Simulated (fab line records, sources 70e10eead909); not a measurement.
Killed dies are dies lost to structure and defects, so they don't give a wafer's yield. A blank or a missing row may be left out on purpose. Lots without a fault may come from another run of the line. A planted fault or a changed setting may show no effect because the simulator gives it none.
Chamber matching | flow nand_harc | NHARC_A_CONTACT_ALD_18 on ald_metal-03: 4 sister chambers
The step deposits TiN, target thk 3 nm, pulse time 1 s, ald cycles 150. 4 wafers are shown with their chamber, then 8 later ones without.

WAFERS WITH THEIR CHAMBER
wafer  | chamber | heater_power_w (W)
L084.5 | 0       | 946
L085.3 | 2       | 1055
L085.6 | 1       | 1269
L092.1 | 3       | 921

WAFERS WITHOUT THEIR CHAMBER
wafer  | heater_power_w (W)
L092.3 | 1070
L092.5 | 954
L094.1 | 907
L094.2 | 1070
L094.5 | 981
L097.2 | 1275
L097.4 | 1043
L097.6 | 1227

WHICH CHAMBER EACH WENT THROUGH
wafer  | from the rows above          | in truth
L092.3 | 2                            | 2
L092.5 | can't be placed: 0 or 3      | 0
L094.1 | can't be placed: 3 or 0      | 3
L094.2 | 2                            | 2
L094.5 | can't be placed: 0 or 3 or 2 | 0
L097.2 | 1                            | 1
L097.4 | 2                            | 2
L097.6 | 1                            | 1
Placed correctly: 5 of 8. Can't be placed from these rows: 3 (the true chamber is among the candidates in 3). Placed wrongly: 0.
How it was worked out, from the rows above alone: a wafer's distance from a chamber is the root of the sum, over the readings, of the square of ((its reading less the chamber's mean) divided by the reading's scatter). The wafer belongs to the nearest chamber; if the next one is less than 2 further off, it can't be placed. A chamber's mean is the mean of its shown wafers. The scatter: with one shown wafer a chamber, the root of the mean of the squares of how far each hidden wafer lies from its nearest shown one.
